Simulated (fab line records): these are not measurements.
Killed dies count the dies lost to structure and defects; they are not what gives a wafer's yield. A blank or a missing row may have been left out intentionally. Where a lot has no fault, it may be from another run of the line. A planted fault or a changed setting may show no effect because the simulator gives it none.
fab line records ; flow nand_harc
[record] lots = 14; wafers = 42; last_day = 26
route steps=1159 shown P_ZERO_WELL@13 P_STI@109
lots untouched by any fault: they come from a run of this same line in which no faults occurred
start_h: the number of hours between the record's first day and the start of the first shown wafer of the lot ; wait_h: hours from the lot's prior step to this one ; " as in the row above ; L1.1+2: several wafers, shown together as one row ; - either no value or no given start ; * or withheld: withheld ; < > ~ a bound
route shown NAME@n: a module of which the file shows steps, and the number in the route of the first ; usual: mean and standard deviation over wafers with no fault ; same: alike in all rows ; chamber/n: place in a boat ; sites: the reading at each site ; _std_site: the values' standard deviation ; _edge_site: the outer-site mean with the inner-site mean subtracted ; radius_mm: for every site, how far away it sits from the centre of the wafer ; mask NAME#n: copy n ; behind: tool/chamber where the wafer was last shaped ; hold: why the lot went on hold/how many hours it stayed there/how the hold came to an end ; device: names the non-switching transistor (n, p or np) ; end of line: at the end of the route, the tests of the same wafers ; for a step that has no rows: nothing shown but its recipe ; killed: at the first sort, the dies lost to defects and structure; wafer yield is something else ; map: shows each die of a wafer: x if killed, . if not, _ if none is there
set.NAME: the run value of the setting; set.NAME@STEP: its run value at that earlier step ; model.NAME: the simulator's own value behind a step, which no gauge read
steps of the route over a sample of lots; a table a step, a row a wafer
services: from which hour (start_h, from the record's first day; less than 0 if before it) a tool's chamber was out of use, for how many hours, and why
[[steps]]
[step NHARC_P_ZERO_WELL_DEVELOP_10]
[recipe] time_s = 50; dev_temp_c = 22
[usual] chill_plate_temp_C = 23.01/0.11; developer_temp_C = 21.98/0.12; resist_line_temp_C = 23.00/0.1
lot.wafer;tool;chamber;start_h;wait_h;chill_plate_temp_C;developer_temp_C;resist_line_temp_C
L733.1;litho_track-02;0;13;-;22.94;22.20;23.02
L733.3;litho_track-02;0;13;-;23.04;21.91;22.93
L733.6;litho_track-02;0;13;-;22.98;22.02;22.99
L734.3;litho_track-02;0;19;-;22.98;21.88;22.94
L734.4;litho_track-02;0;19;-;23.08;21.82;22.99
L734.5;litho_track-02;0;19;-;23.05;21.90;22.88
L735.1;litho_track-02;0;25;-;23.05;22.01;23.15
L735.3;litho_track-02;0;25;-;23.18;21.79;23.31
L735.6;litho_track-02;0;25;-;23.03;21.94;23.18
L738.2;litho_track-02;0;43;-;23.00;22.20;22.94
L738.3;litho_track-02;0;43;-;22.92;22.11;23.09
L738.4;litho_track-02;0;43;-;23.03;21.94;23.07
L740.4;litho_track-02;-;55;-;-;-;-
L740.5;litho_track-02;-;55;-;-;-;-
L740.6;litho_track-02;-;55;-;-;-;-
L741.3;litho_track-07;-;61;-;-;-;-
L741.5;litho_track-07;-;61;-;-;-;-
L741.6;litho_track-07;-;61;-;-;-;-
L747.1;litho_track-07;0;97;-;22.87;22.06;22.97
L747.2;litho_track-07;0;97;-;22.93;22.00;22.95
L747.6;litho_track-07;0;97;-;22.97;21.98;23.03
L749.1;litho_track-07;0;109;-;23.05;22.11;22.96
L749.3;litho_track-07;0;109;-;22.94;22.05;22.91
L749.6;litho_track-07;0;109;-;23.30;21.98;23.02
L751.2;litho_track-07;0;121;-;22.86;22.11;23.07
L751.3;litho_track-07;0;121;-;22.99;21.97;22.97
L751.5;litho_track-07;0;121;-;22.88;22.00;23.05
L752.4;litho_track-02;0;127;-;23.01;22.03;23.16
L752.5;litho_track-02;0;127;-;23.12;21.91;23.18
L752.6;litho_track-02;0;127;-;22.89;21.87;22.96
L753.1;litho_track-07;0;133;-;22.98;22.14;22.96
L753.4;litho_track-07;0;133;-;22.95;21.90;22.93
L753.6;litho_track-07;0;133;-;22.85;21.86;22.88
L754.1;litho_track-05;0;139;-;23.21;22.09;22.83
L754.2;litho_track-05;0;139;-;22.98;22.29;22.78
L754.4;litho_track-05;0;139;-;23.08;22.06;22.96
L755.3;litho_track-07;0;145;-;22.94;22.05;22.87
L755.5;litho_track-07;0;145;-;22.97;21.92;22.84
L755.6;litho_track-07;0;145;-;23.06;21.97;22.83
L756.1;litho_track-02;0;151;-;22.98;21.84;22.97
L756.2;litho_track-02;0;151;-;22.93;21.82;22.96
L756.6;litho_track-02;0;151;-;22.93;21.89;23.02
[step NHARC_P_ZERO_WELL_ETCH_63]
[recipe] target_depth_a = 1200; time_s = 40.1; hbr_flow_sccm = 150; cl2_flow_sccm = 50; rf_w = 400; icp_w = 400; bias_w = 100; chemistry = HBr/Cl2
[usual] drypump_motor_current_A = 6.1/0.41; oes_product_au = 1.003/0.014; throttle_valve_pct = 26.407/0.0094
lot.wafer;tool;chamber;start_h;wait_h;drypump_motor_current_A;oes_product_au;rf_hours_counter_h;throttle_valve_pct
L733.3;rie_si-01;2;13.55;-;6.4;0.994;0.4;26.424
L733.1;rie_si-01;3;13.55;-;5.9;1.000;0.4;26.404
L733.6;rie_si-01;2;13.55;-;6.4;0.983;-;26.415
L734.3;rie_si-06;2;19.54;-;6.1;0.975;0.0;26.417
L734.4;rie_si-06;0;19.54;-;6.4;0.994;0.0;26.402
L734.5;rie_si-06;3;19.54;-;6.4;0.982;-;26.406
L735.3;rie_si-04;1;25.87;-;5.1;1.003;0.7;26.411
L735.1;rie_si-04;2;25.87;-;6.2;1.019;1.0;26.405
L735.6;rie_si-04;2;25.87;-;6.3;1.020;-;26.408
L738.3;rie_si-04;0;43.63;-;5.8;1.015;1.1;26.417
L738.4;rie_si-04;1;43.63;-;5.1;0.984;0.9;26.400
L738.2;rie_si-04;2;43.63;-;6.2;1.018;1.2;26.397
L740.4;rie_si-04;0;55.70;-;5.8;1.020;1.2;26.419
L740.5;rie_si-04;2;55.70;-;6.2;1.026;-;26.399
L740.6;rie_si-04;3;55.70;-;6.5;0.997;-;26.397
L741.3;rie_si-04;3;61.67;-;6.6;0.990;1.4;26.415
L741.5;rie_si-04;3;61.67;-;6.5;0.994;-;26.405
L741.6;rie_si-04;0;61.67;-;5.8;1.003;-;26.399
L747.1;rie_si-06;3;97.72;-;6.4;0.994;0.8;26.421
L747.2;rie_si-06;2;97.72;-;6.1;0.992;0.7;26.422
L747.6;rie_si-06;0;97.72;-;6.4;0.990;-;26.416
L749.1;rie_si-04;1;109.58;-;5.1;0.994;0.0;26.415
L749.3;rie_si-04;2;109.58;-;6.2;1.010;0.0;26.405
L749.6;rie_si-04;0;109.58;-;5.8;1.032;-;26.406
L751.2;rie_si-04;3;121.67;-;6.6;1.015;0.2;26.392
L751.3;rie_si-04;0;121.67;-;5.8;1.028;0.1;26.414
L751.5;rie_si-04;0;121.67;-;5.8;1.030;-;26.392
L752.4;rie_si-06;3;127.67;-;6.4;0.998;1.1;26.418
L752.6;rie_si-06;2;127.67;-;6.1;1.002;-;26.394
L752.5;rie_si-06;3;127.67;-;6.3;0.997;-;26.408
L753.4;rie_si-04;0;133.68;-;5.8;1.031;0.3;26.407
L753.1;rie_si-04;3;133.68;-;6.5;1.023;0.3;26.409
L753.6;rie_si-04;1;133.68;-;5.1;0.997;-;26.408
L754.4;rie_si-01;3;139.66;-;6.0;0.983;0.0;26.400
L754.2;rie_si-01;0;139.66;-;6.2;1.018;0.0;26.411
L754.1;rie_si-01;2;139.66;-;6.4;1.017;0.0;26.415
L755.3;rie_si-06;1;145.71;-;5.5;1.024;1.1;26.404
L755.5;rie_si-06;2;145.71;-;6.1;1.004;-;26.401
L755.6;rie_si-06;3;145.71;-;6.4;1.003;-;26.405
L756.1;rie_si-01;3;151.65;-;6.0;0.977;0.1;26.413
L756.2;rie_si-01;0;151.65;-;6.2;1.026;0.1;26.392
L756.6;rie_si-01;0;151.65;-;6.2;1.024;-;26.410
[step NHARC_P_STI_INSPECT_25]
[usual] raw_defect_count = 217/80
lot.wafer;tool;chamber;start_h;wait_h;raw_defect_count
L733.1;defect_inspect-02;-;67.73;0.4;269
L733.3;defect_inspect-02;-;67.73;0.4;257
L733.6;defect_inspect-02;-;67.73;0.4;411
L735.1;defect_inspect-01;-;74.55;0.4;211
L735.3;defect_inspect-01;-;74.55;0.4;171
L735.6;defect_inspect-01;-;74.55;0.4;174
L734.3;defect_inspect-02;-;74.55;0.4;195
L734.4;defect_inspect-02;-;74.55;0.4;252
L734.5;defect_inspect-02;-;74.55;0.4;173
L738.2;defect_inspect-02;-;95.67;0.4;226
L738.3;defect_inspect-02;-;95.67;0.4;200
L738.4;defect_inspect-02;-;95.67;0.4;198
L747.1;defect_inspect-02;-;149.67;0.4;137
L747.2;defect_inspect-02;-;149.67;0.4;144
L747.6;defect_inspect-02;-;149.67;0.4;178
L749.1;defect_inspect-02;-;162.06;0.4;198
L749.3;defect_inspect-02;-;162.06;0.4;312
L749.6;defect_inspect-02;-;162.06;0.4;195
L753.1;defect_inspect-01;-;180.21;0.4;251
L753.4;defect_inspect-01;-;180.21;0.4;184
L753.6;defect_inspect-01;-;180.21;0.4;301
L752.4;defect_inspect-02;-;180.21;0.4;373
L752.5;defect_inspect-02;-;180.21;0.4;247
L752.6;defect_inspect-02;-;180.21;0.4;350
L751.2;defect_inspect-01;-;180.22;0.4;103
L751.3;defect_inspect-01;-;180.22;0.4;158
L751.5;defect_inspect-01;-;180.22;0.4;199
L754.1;defect_inspect-01;-;192.56;0.4;226
L754.2;defect_inspect-01;-;192.56;0.4;393
L754.4;defect_inspect-01;-;192.56;0.4;168
L755.3;defect_inspect-01;-;199.69;0.4;158
L755.5;defect_inspect-01;-;199.69;0.4;114
L755.6;defect_inspect-01;-;199.69;0.4;128
L756.1;defect_inspect-02;-;204.78;0.4;153
L756.2;defect_inspect-02;-;204.78;0.4;104
L756.6;defect_inspect-02;-;204.78;0.4;145
[[services]]
tool;chamber;start_h;hours;kind
litho_track-02;-;-10.00;7.0;pm
rie_si-04;1;-5.47;18.3;repair
rie_si-06;-;6.00;9.0;pm
rie_si-06;0;6.00;9.0;vent_cycle
rie_si-06;1;6.00;9.0;vent_cycle
rie_si-06;2;6.00;9.0;vent_cycle
rie_si-06;3;6.00;9.0;vent_cycle
litho_track-07;-;14.00;7.0;pm
rie_si-06;0;15.00;-;clean
rie_si-01;3;17.48;8.9;repair
rie_si-06;0;25.40;8.6;repair
rie_si-04;3;25.62;3.1;repair
rie_si-01;1;41.09;12.3;repair
litho_track-05;-;62.00;7.0;pm
rie_si-04;-;99.00;9.0;pm
rie_si-04;0;99.00;9.0;vent_cycle
rie_si-04;1;99.00;9.0;vent_cycle
rie_si-04;2;99.00;9.0;vent_cycle
rie_si-04;3;99.00;9.0;vent_cycle
rie_si-04;0;108.00;-;clean
rie_si-04;1;108.00;-;clean
rie_si-04;2;108.00;-;clean
rie_si-04;3;108.00;-;clean
rie_si-01;-;127.01;9.0;pm
[[key]]
[first_sign] step = NHARC_P_ZERO_WELL_DEVELOP_10; reading = tool_record; direction = missing
effect none on later readings
met_at NHARC_P_ZERO_WELL_DEVELOP_10
struck_lots L740,L741
later_rows_left_out L740.4,L740.5,L740.6,L741.3,L741.5,L741.6
sort_left_out L740.4,L740.5,L740.6,L741.3,L741.5,L741.6
tester_left_out L740,L741
not_acting_at NHARC_P_ZERO_WELL_ETCH_63,NHARC_P_STI_INSPECT_25
onset_between 43 55
[fault] kind = skipped_step_whole; tool = litho_track-02,litho_track-07; chamber = -; onset_h = 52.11; steps = NHARC_P_ZERO_WELL_DEVELOP_10; scope = struck_lots_only
// tester_left_out: of these lots the tester's yield and bins aren't shown, on N5 and GAA mostly nor the transistor test; their killed dies are dies lost to structure and defects alone, not to doping, threshold or leakage, so they don't give the yield
// sort_left_out: the simulated sort isn't trusted on such a fault, so these wafers' sort isn't shown, and their yield isn't known
// later_rows_left_out: the simulator's readings of these wafers behind a module that went badly wrong aren't trusted and aren't shown, but for the sort
